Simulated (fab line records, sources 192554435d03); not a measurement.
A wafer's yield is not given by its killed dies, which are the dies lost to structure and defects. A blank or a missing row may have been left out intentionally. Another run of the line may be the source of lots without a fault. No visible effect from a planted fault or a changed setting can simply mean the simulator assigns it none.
A single fault, viewed from 2 desks :: flow n5_finfet :: what lay behind the numbers comes last; until then each desk has only its own

== AT THE TOOL OWNER'S DESK: rie_si-04 ==
The tool's own readings at N5_FIN_CUT_CUT_ETCH_15 (etches Si in HBr/Cl2/O2, target depth 100 nm, bt time 10 s, time 42.4 s): means of the sampled wafers that have a number, for each lot that ran on this tool. The brackets show how far a lot's mean lies from the usual mean; more than 4 standard deviations puts the lot out of limits, marked OUT.
Columns: A = drypump_motor_current_A at N5_FIN_CUT_CUT_ETCH_15, usual 5.7 A; B = oes_o_777_au at N5_FIN_CUT_CUT_ETCH_15, usual 0.98 a.u.; C = oes_product_au at N5_FIN_CUT_CUT_ETCH_15, usual 0.994 a.u.; D = throttle_valve_pct at N5_FIN_CUT_CUT_ETCH_15, usual 37.0 %
lot: L354
first seen here: day 2 21:32
A: 6.1
B: 1.05
C: 1.018
D: 36.8

lot: L362
first seen here: day 4 21:09
A: 5.8
B: 0.98
C: 1.005
D: 37.0

lot: L367
first seen here: day 6 03:35
A: 6.3
B: 1.00
C: 1.020
D: 36.8

lot: L368
first seen here: day 6 09:29
A: 6.0
B: 0.97
C: 1.013
D: 36.8
Finding of this desk: none of the 4 lots has anything out of limits.

== THE METROLOGY DESK ==
Lot by lot, what the gauges showed, no matter which tool ran the lot: averages of those sampled wafers that carry a number. The brackets show how far a lot's mean lies from the usual mean; more than 4 standard deviations puts the lot out of limits, marked OUT. Readings shown: 7 of its 11, picked as those furthest out on some lot.
Columns: A = DIBL_P at N5_BEOL_M4_RC_MEAS_101, usual 37.0 mV/V; B = IOFF_P at N5_BEOL_M4_RC_MEAS_101, usual 0.22 nA/um; C = ION_N at N5_BEOL_M4_RC_MEAS_101, usual 673 uA/um; D = ION_P at N5_BEOL_M4_RC_MEAS_101, usual 462 uA/um; E = SS_N at N5_BEOL_M4_RC_MEAS_101, usual 71.7 mV/dec; F = VT_N at N5_BEOL_M4_RC_MEAS_101, usual 250 mV; G = VT_P at N5_BEOL_M4_RC_MEAS_101, usual -250 mV
lot: L354
first seen here: day 2 19:55
A: 36.1
B: 0.22
C: 669
D: 465
E: 71.5
F: 251
G: -248

lot: L355
first seen here: day 3 02:01
A: 35.4
B: 0.16
C: 648
D: 445
E: 71.0
F: 257
G: -253

lot: L360
first seen here: day 4 08:01
A: 36.3
B: 0.26
C: 674
D: 474
E: 71.7
F: 247
G: -243

lot: L362
first seen here: day 4 19:56
A: 37.3
B: 0.22
C: 684
D: 467
E: 71.7
F: 248
G: -250

lot: L366
first seen here: day 5 21:19
A: 40.0
B: 0.28
C: 691
D: 480
E: 71.8
F: 244
G: -245

lot: L367
first seen here: day 6 02:25
A: 36.0
B: 0.19
C: 667
D: 464
E: 70.7
F: 250
G: -250

lot: L368
first seen here: day 6 08:18
A: 41.0
B: 0.30
C: 692
D: 476
E: 72.2
F: 243
G: -243

lot: L373
first seen here: day 7 14:21
A: 37.9
B: 0.23
C: 677
D: 465
E: 71.9
F: 249
G: -252

lot: L374
first seen here: day 7 19:49
A: 35.8
B: 0.19
C: 674
D: 458
E: 71.8
F: 250
G: -253
Finding of this desk: none of the 9 lots has anything out of limits.

== BROUGHT TOGETHER ==
The tool owner's desk saw nothing out of limits.
The metrology desk saw nothing out of limits.

== WHAT THE SIMULATOR PUT IN ==
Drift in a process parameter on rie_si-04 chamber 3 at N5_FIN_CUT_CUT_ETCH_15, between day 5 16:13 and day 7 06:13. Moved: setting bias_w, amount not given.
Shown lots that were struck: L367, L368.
